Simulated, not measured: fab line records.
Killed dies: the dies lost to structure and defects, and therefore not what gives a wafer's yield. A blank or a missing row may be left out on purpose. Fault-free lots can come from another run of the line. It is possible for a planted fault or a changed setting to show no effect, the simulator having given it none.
Which tool was responsible?    flow nand-harc    24 lots with 72 wafers sampled at 3 steps, on a route of 1302 steps

== WHAT THE GAUGES SHOWED, per wafer ==
NHARC_A_BLC_OVL_MEAS_11.
lot   measured      on          overlay-x-nm (nm)  overlay-y-nm (nm)
L075  day 22 21:16  overlay-01  0.3 -0.4 0.2       -0.3 -1.3 -1.2
L074  day 23 00:25  overlay-01  0.1 0.0 0.1        -0.1 0.2 -0.3
L076  day 23 23:47  overlay-02  0.0 -0.2 0.1       0.0 0.5 0.4
L077  day 24 01:01  overlay-02  -0.4 -0.1 0.2      1.2 1.1 1.3
L078  day 24 06:16  overlay-02  -0.2 -0.4 -0.2     -0.7 -0.1 -0.6
L080  day 24 10:36  overlay-02  0.4 -0.3 0.2       -0.2 -0.5 -0.4
L079  day 25 19:58  overlay-02  -1.5 -1.3 -1.3     -1.0 -0.4 -0.7
L084  day 26 03:33  overlay-02  0.3 0.3 -0.1       -0.7 -0.7 -1.3
L081  day 26 11:17  overlay-02  -0.2 -0.1 0.2      -0.7 -1.0 -0.8
L082  day 26 13:20  overlay-02  -0.3 -0.4 -0.4     0.1 0.4 0.0
L083  day 26 17:53  overlay-02  0.7 1.3 1.5        0.6 -0.1 0.5
L086  day 27 10:20  overlay-02  0.2 0.1 0.0        0.5 0.9 0.9
L085  day 27 15:24  overlay-02  -0.2 -0.3 -0.3     1.6 1.1 1.3
L088  day 28 05:03  overlay-01  0.6 0.0 0.5        0.9 0.8 0.5
L087  day 28 07:13  overlay-01  0.7 0.5 0.5        0.2 0.1 0.1
L089  day 29 01:11  overlay-02  0.2 0.5 0.0        -0.9 -0.2 -0.4
L091  day 29 09:21  overlay-01  1.5 1.2 1.6        -1.2 -1.0 -1.0
L092  day 29 11:10  overlay-01  0.2 -0.3 -0.4      -0.2 -0.8 -0.2
L090  day 29 12:51  overlay-01  0.4 0.6 0.6        0.0 0.0 0.1
L093  day 30 03:08  overlay-02  0.0 0.1 0.4        0.8 0.6 0.6
L094  day 31 08:41  overlay-02  0.9 0.9 0.9        -0.1 -0.1 -0.1
L096  day 31 14:49  overlay-01  -0.6 -0.2 -1.3     -0.7 -0.2 -0.2
L095  day 31 23:41  overlay-02  1.9 1.4 1.5        -0.1 0.2 0.5
L097  day 32 17:50  overlay-02  1.3 0.7 1.4        -1.1 -1.2 -0.7

== WHAT TOOL EACH LOT RAN ON (gives the tool, then ch and the chambers of the sampled wafers, and finally the start) ==
lot   NHARC_A_CONTACT_ETCH_98                        NHARC_A_CONTACT_ALD_18
L075  rie-diel-04 ch 0,1,3, day 22 18:24 or earlier  ald-metal-03 ch 2,3, day 22 18:24
L074  rie-diel-04 ch 0,1,3, day 22 22:19 or earlier  ald-metal-03 ch 1,2,3, day 22 22:19
L076  rie-diel-04 ch 0,1,3, day 23 21:50 or earlier  ald-metal-02 ch 0,1,2, day 23 21:50
L077  rie-diel-02 ch 1,2, day 23 22:55 or earlier    ald-metal-03 ch 0,3, day 23 22:55
L078  rie-diel-02 ch 0,3, day 24 04:21 or earlier    ald-metal-04 ch 0,2,3, day 24 04:21
L080  rie-diel-04 ch 0,1,3, day 24 08:34 or earlier  ald-metal-03 ch 1,2,3, day 24 08:34
L079  rie-diel-04 ch 0,2,3, day 25 17:51 or earlier  ald-metal-02 ch 2,3, day 25 17:51
L084  rie-diel-02 ch 0,1,3, day 26 01:28 or earlier  ald-metal-03 ch 0,1, day 26 01:28
L081  rie-diel-04 ch 2,3, day 26 08:08               ald-metal-02 ch 0,2,3, day 26 09:13
L082  rie-diel-05 ch 0,1,2, day 26 11:17 or earlier  ald-metal-04 ch 0,2,3, day 26 11:17
L083  rie-diel-05 ch 0,2,3, day 26 15:50 or earlier  ald-metal-03 ch 0,1,2, day 26 15:50
L086  rie-diel-04 ch 0,2, day 27 08:14 or earlier    ald-metal-04 ch 0,2,3, day 27 08:14
L085  rie-diel-02 ch 0,1,3, day 27 13:16 or earlier  ald-metal-03 ch 0,1,3, day 27 13:16
L088  rie-diel-05 ch 0,1,2, day 28 02:59 or earlier  ald-metal-02 ch 0,1,2, day 28 02:59
L087  rie-diel-02 ch 1,2,3, day 28 05:06 or earlier  ald-metal-03 ch 0,1, day 28 05:06
L089  rie-diel-04 ch 0,1,3, day 28 23:10 or earlier  ald-metal-02 ch 0,1, day 28 23:10
L091  rie-diel-04 ch 1,2, day 29 07:23 or earlier    ald-metal-04 ch 0,3, day 29 07:23
L092  rie-diel-04 ch 0,1, day 29 09:02 or earlier    ald-metal-02 ch 0,2,3, day 29 09:02
L090  rie-diel-04 ch 0,2,3, day 29 10:47 or earlier  ald-metal-03 ch 0,2,3, day 29 10:47
L093  rie-diel-04 ch 0,2,3, day 30 01:01 or earlier  ald-metal-04 ch 0,1, day 30 01:01
L094  rie-diel-02 ch 0,1,2, day 31 06:37 or earlier  ald-metal-02 ch 0,1,3, day 31 06:37
L096  rie-diel-05 ch 0,1,2, day 31 11:38             ald-metal-02 ch 1,2, day 31 12:43
L095  rie-diel-02 ch 1,2,3, day 31 21:43 or earlier  ald-metal-03 ch 0,2,3, day 31 21:43
L097  rie-diel-04 ch 0,2,3, day 32 15:47 or earlier  ald-metal-03 ch 0,1,3, day 32 15:47
- NHARC_A_CONTACT_ETCH_98: etches the open film in C4F6/O2, target depth 20 nm, time 10 s.
- NHARC_A_CONTACT_ALD_18: deposits TiN, target thk 3 nm, pulse time 1 s, ald cycles 150.

== AS READ BY THE TOOLS THEMSELVES (means over the sampled wafers that have a number; for cases with no such wafer, the mark the record gives instead) ==
NHARC_A_CONTACT_ETCH_98.
lot   tool         bias-w (W)  drypump-motor-current-A (A)  oes-product-au (a.u.)  rf-vpp-V (V)  showerhead-plenum-p-Torr (Torr)  throttle-valve-pct (%)
L075  rie-diel-04  500.3       5.75                         0.941                  549           4.03                             26.902
L074  rie-diel-04  498.1       5.76                         0.940                  548           4.03                             26.898
L076  rie-diel-04  498.7       5.77                         0.947                  549           4.02                             26.901
L077  rie-diel-02  500.1       5.40                         0.951                  541           3.70                             26.914
L078  rie-diel-02  500.9       6.05                         0.949                  549           4.00                             26.897
L080  rie-diel-04  499.7       5.76                         0.966                  548           4.02                             26.907
L079  rie-diel-04  498.9       5.80                         0.946                  549           4.03                             26.903
L084  rie-diel-02  500.1       6.04                         0.967                  546           3.87                             26.904
L081  rie-diel-04  501.2       5.83                         0.945                  548           3.95                             26.902
L082  rie-diel-05  499.9       5.99                         1.004                  545           3.83                             26.905
L083  rie-diel-05  499.1       5.94                         1.000                  547           3.93                             26.898
L086  rie-diel-04  500.1       5.70                         0.946                  552           4.12                             26.904
L085  rie-diel-02  499.9       6.02                         0.971                  545           3.87                             26.907
L088  rie-diel-05  500.3       5.97                         0.930                  545           3.83                             26.894
L087  rie-diel-02  499.5       5.66                         0.953                  549           4.04                             26.896
L089  rie-diel-04  500.8       5.76                         0.951                  548           4.02                             26.901
L091  rie-diel-04  501.0       5.56                         1.009                  551           4.11                             26.900
L092  rie-diel-04  500.2       5.61                         0.941                  549           4.10                             26.902
L090  rie-diel-04  500.4       5.80                         0.945                  548           4.02                             26.908
L093  rie-diel-04  498.9       5.79                         0.949                  549           4.02                             26.899
L094  rie-diel-02  499.1       5.77                         0.976                  546           3.87                             26.902
L096  rie-diel-05  499.0       5.99                         0.968                  544           3.81                             26.912
L095  rie-diel-02  499.4       5.65                         0.954                  548           4.02                             26.900
L097  rie-diel-04  501.2       5.78                         0.941                  549           4.01                             26.902

NHARC_A_CONTACT_ALD_18.
lot   tool          heater-power-outer-w (W)  heater-power-w (W)  precursor-pulse-height-rel
L075  ald-metal-03  693                       1036                1.008
L074  ald-metal-03  722                       1084                0.986
L076  ald-metal-02  692                       1098                0.976
L077  ald-metal-03  687                       1051                0.986
L078  ald-metal-04  641                       985                 1.005
L080  ald-metal-03  715                       1097                1.007
L079  ald-metal-02  657                       1131                0.985
L084  ald-metal-03  725                       1079                1.021
L081  ald-metal-02  657                       1055                0.989
L082  ald-metal-04  639                       993                 1.014
L083  ald-metal-03  721                       1077                0.993
L086  ald-metal-04  641                       1002                0.980
L085  ald-metal-03  691                       1057                0.993
L088  ald-metal-02  709                       1114                0.992
L087  ald-metal-03  740                       1102                0.995
L089  ald-metal-02  727                       1137                0.993
L091  ald-metal-04  630                       957                 0.990
L092  ald-metal-02  660                       1071                1.013
L090  ald-metal-03  682                       1024                1.009
L093  ald-metal-04  626                       992                 0.991
L094  ald-metal-02  701                       1093                0.998
L096  ald-metal-02  746                       1209                0.996
L095  ald-metal-03  678                       1047                1.005
L097  ald-metal-03  756                       1131                1.010

== THE ANSWER, worked out from the rows above alone ==
Rule: what is usual is taken from the lots themselves. The widest of any qualifying gaps counts: lots, ordered by their means at a reading, are off when they make up no more than a third of the lots, leave a main group of 4 or more, and stand apart from it by 3 or more times the standard deviation of that group's means. Not used: any main group whose means are identical at the precision the tables above print for the reading. Also off: a lot with no number at a reading for which 4 or more lots have one. The other lots that the step has rows for count as sound. Order of review: gauges by route order, followed by the tools' own readings, for which a lot's mean as printed above is used. The first step at which some lot is off is used, and at that step the reading that is off furthest; a lot without a number counts as furthest.
Across all readings shown, no lot is off: no conclusion can be drawn from this.

== WHAT WAS PUT IN BY THE SIMULATOR ==
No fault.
